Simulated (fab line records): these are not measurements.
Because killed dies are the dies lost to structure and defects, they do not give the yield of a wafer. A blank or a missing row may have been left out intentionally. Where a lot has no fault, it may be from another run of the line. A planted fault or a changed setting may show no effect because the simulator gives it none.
Matching of chambers / flow nandHarc / rieDiel-05 running NHARC_P_CONTACT_STRIP_28: 4 sister chambers
The step strips in O2. 18 wafers are shown with their chamber, then 9 later ones without.

## EACH WAFER AND ITS CHAMBER
wafer=L173.2; chamber=2; drypumpMotorCurrentA (A)=6.2; oesProductAu (a.u.)=1.002; rfVppV (V)=58.3
wafer=L173.4; chamber=3; drypumpMotorCurrentA (A)=6.4; oesProductAu (a.u.)=0.999; rfVppV (V)=59.0
wafer=L173.6; chamber=3; drypumpMotorCurrentA (A)=6.4; oesProductAu (a.u.)=0.998; rfVppV (V)=59.7
wafer=L174.1; chamber=0; drypumpMotorCurrentA (A)=5.8; oesProductAu (a.u.)=1.004; rfVppV (V)=56.9
wafer=L174.3; chamber=3; drypumpMotorCurrentA (A)=6.4; oesProductAu (a.u.)=1.009; rfVppV (V)=57.7
wafer=L174.6; chamber=3; drypumpMotorCurrentA (A)=6.3; oesProductAu (a.u.)=0.997; rfVppV (V)=58.8
wafer=L175.2; chamber=2; drypumpMotorCurrentA (A)=6.2; oesProductAu (a.u.)=1.002; rfVppV (V)=57.4
wafer=L175.3; chamber=0; drypumpMotorCurrentA (A)=5.8; oesProductAu (a.u.)=0.994; rfVppV (V)=59.4
wafer=L175.5; chamber=2; drypumpMotorCurrentA (A)=6.2; oesProductAu (a.u.)=0.990; rfVppV (V)=58.1
wafer=L177.3; chamber=2; drypumpMotorCurrentA (A)=6.2; oesProductAu (a.u.)=1.007; rfVppV (V)=58.5
wafer=L177.5; chamber=0; drypumpMotorCurrentA (A)=5.8; oesProductAu (a.u.)=1.003; rfVppV (V)=57.7
wafer=L177.6; chamber=3; drypumpMotorCurrentA (A)=6.4; oesProductAu (a.u.)=0.997; rfVppV (V)=58.6
wafer=L178.1; chamber=3; drypumpMotorCurrentA (A)=6.4; oesProductAu (a.u.)=1.000; rfVppV (V)=57.4
wafer=L178.2; chamber=0; drypumpMotorCurrentA (A)=5.8; oesProductAu (a.u.)=1.005; rfVppV (V)=59.8
wafer=L178.3; chamber=2; drypumpMotorCurrentA (A)=6.2; oesProductAu (a.u.)=1.004; rfVppV (V)=57.8
wafer=L185.1; chamber=1; drypumpMotorCurrentA (A)=6.0; oesProductAu (a.u.)=0.986; rfVppV (V)=57.7
wafer=L185.3; chamber=0; drypumpMotorCurrentA (A)=5.8; oesProductAu (a.u.)=1.000; rfVppV (V)=57.5
wafer=L185.5; chamber=2; drypumpMotorCurrentA (A)=6.2; oesProductAu (a.u.)=1.005; rfVppV (V)=57.9

SIGNATURES, as means of the wafers listed above
reading=drypumpMotorCurrentA; chamber 0=5.800; chamber 1=6.000; chamber 2=6.200; chamber 3=6.383; scatter within a chamber=0.0244
reading=oesProductAu; chamber 0=1.00120; chamber 1=0.98600; chamber 2=1.00167; chamber 3=1.00000; scatter within a chamber=0.0051
reading=rfVppV; chamber 0=58.260; chamber 1=57.700; chamber 2=58.000; chamber 3=58.533; scatter within a chamber=0.879
Rule: for each reading, subtract the chamber's mean from the wafer's reading, divide by that reading's scatter and square the result; add these up over the readings and take the root, which gives the wafer's distance from the chamber. The wafer belongs to the nearest chamber; if the next one is less than 2 further off, it can't be placed. The scatter: the root of (the sum of the squares of (reading less its chamber's mean) over the shown wafers, divided by (wafers less chambers)).

## WAFERS WITHOUT THEIR CHAMBER
wafer=L187.1; drypumpMotorCurrentA (A)=5.8; oesProductAu (a.u.)=0.997; rfVppV (V)=57.0
wafer=L187.3; drypumpMotorCurrentA (A)=5.9; oesProductAu (a.u.)=1.008; rfVppV (V)=58.1
wafer=L187.6; drypumpMotorCurrentA (A)=5.9; oesProductAu (a.u.)=0.999; rfVppV (V)=56.7
wafer=L195.1; drypumpMotorCurrentA (A)=5.9; oesProductAu (a.u.)=1.004; rfVppV (V)=57.9
wafer=L195.3; drypumpMotorCurrentA (A)=6.2; oesProductAu (a.u.)=1.012; rfVppV (V)=58.6
wafer=L195.4; drypumpMotorCurrentA (A)=5.8; oesProductAu (a.u.)=0.997; rfVppV (V)=57.2
wafer=L196.2; drypumpMotorCurrentA (A)=5.8; oesProductAu (a.u.)=0.992; rfVppV (V)=59.3
wafer=L196.3; drypumpMotorCurrentA (A)=5.9; oesProductAu (a.u.)=1.002; rfVppV (V)=58.1
wafer=L196.6; drypumpMotorCurrentA (A)=6.2; oesProductAu (a.u.)=1.004; rfVppV (V)=57.8

## THE CHAMBER EACH PASSED THROUGH
wafer=L187.1; from the rows above=0; in truth=0
wafer=L187.3; from the rows above=can't be placed: 0 or 1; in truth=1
wafer=L187.6; from the rows above=can't be placed: 0 or 1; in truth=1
wafer=L195.1; from the rows above=can't be placed: 0 or 1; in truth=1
wafer=L195.3; from the rows above=2; in truth=2
wafer=L195.4; from the rows above=0; in truth=0
wafer=L196.2; from the rows above=0; in truth=0
wafer=L196.3; from the rows above=can't be placed: 0 or 1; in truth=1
wafer=L196.6; from the rows above=2; in truth=2
Correctly placed: 5 of 9. These rows do not allow placing 4 (true chamber among the candidates in 4). Number placed wrongly: 0.
